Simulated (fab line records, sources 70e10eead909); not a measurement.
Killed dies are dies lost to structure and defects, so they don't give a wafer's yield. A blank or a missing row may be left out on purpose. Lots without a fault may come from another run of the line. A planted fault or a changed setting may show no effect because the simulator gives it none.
Chamber matching | flow nand_harc | NHARC_A_SLIT_DESCUM_14 on rie_diel-11: 4 sister chambers
The step chemistry O2, time 3 s. 4 wafers are shown with their chamber, then 8 later ones without.

WAFERS WITH THEIR CHAMBER
wafer  | chamber | drypump_motor_current_A (A)
L880.6 | 3       | 6.4
L879.1 | 0       | 5.7
L887.6 | 1       | 5.7
L889.4 | 2       | 5.0

WAFERS WITHOUT THEIR CHAMBER
wafer  | drypump_motor_current_A (A)
L889.5 | 5.8
L889.6 | 6.4
L890.3 | 5.7
L890.4 | 6.4
L890.5 | 6.4
L894.2 | 5.8
L894.3 | 5.0
L894.6 | 6.4

WHICH CHAMBER EACH WENT THROUGH
wafer  | from the rows above     | in truth
L889.5 | can't be placed: 0 or 1 | 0
L889.6 | 3                       | 3
L890.3 | can't be placed: 0 or 1 | 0
L890.4 | 3                       | 3
L890.5 | 3                       | 3
L894.2 | can't be placed: 0 or 1 | 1
L894.3 | 2                       | 2
L894.6 | 3                       | 3
Placed correctly: 5 of 8. Can't be placed from these rows: 3 (the true chamber is among the candidates in 3). Placed wrongly: 0.
How it was worked out, from the rows above alone: a wafer's distance from a chamber is the root of the sum, over the readings, of the square of ((its reading less the chamber's mean) divided by the reading's scatter). The wafer belongs to the nearest chamber; if the next one is less than 2 further off, it can't be placed. A chamber's mean is the mean of its shown wafers. The scatter: with one shown wafer a chamber, the root of the mean of the squares of how far each hidden wafer lies from its nearest shown one.
